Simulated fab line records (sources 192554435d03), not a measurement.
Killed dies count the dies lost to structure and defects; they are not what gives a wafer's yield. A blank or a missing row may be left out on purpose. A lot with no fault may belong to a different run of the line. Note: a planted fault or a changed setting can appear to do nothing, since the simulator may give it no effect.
A single fault, viewed from 2 desks + flow n5 finfet + only its own numbers are on each desk; what lay behind them is given at the end

## THE DEFECT DESK
For each lot, the counts of the inspections along the route, averaged over the sampled wafers that have a number. The brackets show how far a lot's mean lies from the usual mean; more than 4 standard deviations puts the lot out of limits, marked OUT.
Columns: A = raw defect count at N5_ZERO_LAYER_INSPECT_20, usual 36; B = raw defect count at N5_PMOS_HMC_CHANNEL_EPI_INSPECT_30, usual 18
| lot  | first seen here | A  | B  |
|------|-----------------|----|----|
| L516 | day 1 13:15     | 40 | 25 |
| L517 | day 1 19:20     | 22 | 17 |
| L518 | day 2 01:23     | 28 | 15 |
| L519 | day 2 07:16     | 23 | 13 |
| L528 | day 4 13:25     | 23 | 17 |
| L529 | day 4 19:16     | 18 | 16 |
| L531 | day 5 07:23     | 61 | 19 |
| L533 | day 5 19:23     | 22 | 25 |
| L536 | day 6 13:34     | 37 | 14 |
| L538 | day 7 01:16     | 39 | 23 |
Result from this desk: across the 10 lots, nothing is out of limits.

## METROLOGY DESK
What the gauges read, lot by lot, whatever tool the lot ran on: means of the sampled wafers that have a number. The brackets show how far a lot's mean lies from the usual mean; more than 4 standard deviations puts the lot out of limits, marked OUT. Readings shown: 7 of its 11, picked as those furthest out on some lot.
Columns: A = cd nm at N5_ZERO_LAYER_CD_MEAS_11, usual 2000.5 nm; B = DIBL_P at N5_BEOL_M4_RC_MEAS_101, usual 37.0 mV/V; C = IOFF_P at N5_BEOL_M4_RC_MEAS_101, usual 0.22 nA/um; D = ION_N at N5_BEOL_M4_RC_MEAS_101, usual 673 uA/um; E = ION_P at N5_BEOL_M4_RC_MEAS_101, usual 462 uA/um; F = VT_N at N5_BEOL_M4_RC_MEAS_101, usual 250 mV; G = VT_P at N5_BEOL_M4_RC_MEAS_101, usual -250 mV
| lot  | first seen here | A      | B    | C    | D   | E   | F   | G    |
|------|-----------------|--------|------|------|-----|-----|-----|------|
| L516 | day 1 12:39     | 1998.3 | 38.8 | 0.22 | 679 | 460 | 248 | -251 |
| L517 | day 1 18:39     | 2000.7 | 38.5 | 0.24 | 671 | 459 | 248 | -250 |
| L518 | day 2 00:46     | 2001.9 | 37.1 | 0.20 | 664 | 459 | 252 | -254 |
| L519 | day 2 06:40     | 2000.1 | 36.1 | 0.22 | 669 | 465 | 251 | -248 |
| L528 | day 4 12:49     | 1994.1 | 36.7 | 0.23 | 666 | 463 | 250 | -248 |
| L529 | day 4 18:39     | 1996.4 | 36.5 | 0.20 | 669 | 463 | 252 | -252 |
| L531 | day 5 06:46     | 2001.9 | 40.0 | 0.28 | 691 | 480 | 244 | -245 |
| L533 | day 5 18:38     | 2001.7 | 41.0 | 0.30 | 692 | 476 | 243 | -243 |
| L536 | day 6 12:47     | 1997.6 | 33.7 | 0.18 | 675 | 460 | 252 | -251 |
| L538 | day 7 00:38     | 2001.3 | 37.9 | 0.23 | 677 | 465 | 249 | -252 |
Result from this desk: across the 10 lots, nothing is out of limits.

## BROUGHT TOGETHER
The defect desk saw nothing out of limits.
From the metrology desk's view, nothing was out of limits.

## WHAT THE SIMULATOR PUT IN
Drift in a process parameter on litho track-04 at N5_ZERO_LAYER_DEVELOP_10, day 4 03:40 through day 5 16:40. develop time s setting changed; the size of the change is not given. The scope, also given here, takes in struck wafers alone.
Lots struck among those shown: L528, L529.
